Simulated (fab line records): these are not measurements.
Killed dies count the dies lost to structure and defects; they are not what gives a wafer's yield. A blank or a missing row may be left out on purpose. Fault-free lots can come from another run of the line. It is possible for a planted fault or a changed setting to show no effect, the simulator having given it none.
Chamber matching + flow n5-finfet + N5_BEOL_M11_CMP_52 on cmp-03: 4 sister chambers
The step polishes, stops on SiCOH lowk, t overpolish 7 s, target thk 140 nm. 8 wafers are shown with their chamber, then 11 later ones without.

WAFERS, EACH WITH ITS CHAMBER
| wafer  | chamber | motor-current-A (A) | barrier-field-endpoint-s (s) |
|--------|---------|---------------------|------------------------------|
| L083.2 | 2       | 6.3                 | 28.8                         |
| L086.1 | 0       | 7.3                 | 28.8                         |
| L086.3 | 1       | 4.9                 | 29.8                         |
| L086.5 | 0       | 7.1                 | 28.2                         |
| L086.2 | 3       | 6.4                 | 28.5                         |
| L086.4 | 2       | 6.1                 | 30.2                         |
| L086.6 | 1       | 5.1                 | 29.5                         |
| L089.2 | 3       | 6.3                 | 29.0                         |

WAFERS WITH NO CHAMBER GIVEN
| wafer  | motor-current-A (A) | barrier-field-endpoint-s (s) |
|--------|---------------------|------------------------------|
| L089.4 | 5.0                 | 29.8                         |
| L089.5 | 5.1                 | 29.7                         |
| L089.1 | 6.3                 | 29.8                         |
| L089.3 | 7.1                 | 29.7                         |
| L089.6 | 6.2                 | 30.3                         |
| L091.1 | 5.1                 | 30.5                         |
| L091.4 | 6.1                 | 27.8                         |
| L091.6 | 6.0                 | 28.7                         |
| L095.1 | 6.2                 | 28.3                         |
| L095.4 | 7.5                 | 29.3                         |
| L095.6 | 6.4                 | 29.3                         |

WHICH CHAMBER EACH WENT THROUGH
| wafer  | from the rows above     | in truth |
|--------|-------------------------|----------|
| L089.4 | 1                       | 1        |
| L089.5 | 1                       | 1        |
| L089.1 | can't be placed: 2 or 3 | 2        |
| L089.3 | 0                       | 0        |
| L089.6 | can't be placed: 2 or 3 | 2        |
| L091.1 | 1                       | 1        |
| L091.4 | can't be placed: 3 or 2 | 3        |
| L091.6 | can't be placed: 2 or 3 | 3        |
| L095.1 | can't be placed: 3 or 2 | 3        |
| L095.4 | 0                       | 0        |
| L095.6 | can't be placed: 3 or 2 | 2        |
Correctly placed: 5 of 11. From these rows, 6 cannot be placed; in 6 the true chamber is one of the candidates. Wrongly placed: 0.
How it was worked out, from the rows above alone: a wafer's distance from a chamber is the root of the sum, over the readings, of the square of ((its reading less the chamber's mean) divided by the reading's scatter). The wafer belongs to the nearest chamber; if the next one is less than 2 further off, it can't be placed. Each chamber's mean is taken over the wafers shown for it. How the scatter is found: for the shown wafers, subtract from each reading the mean of its chamber, square and add these, divide the total by (wafers less chambers), then take the root.
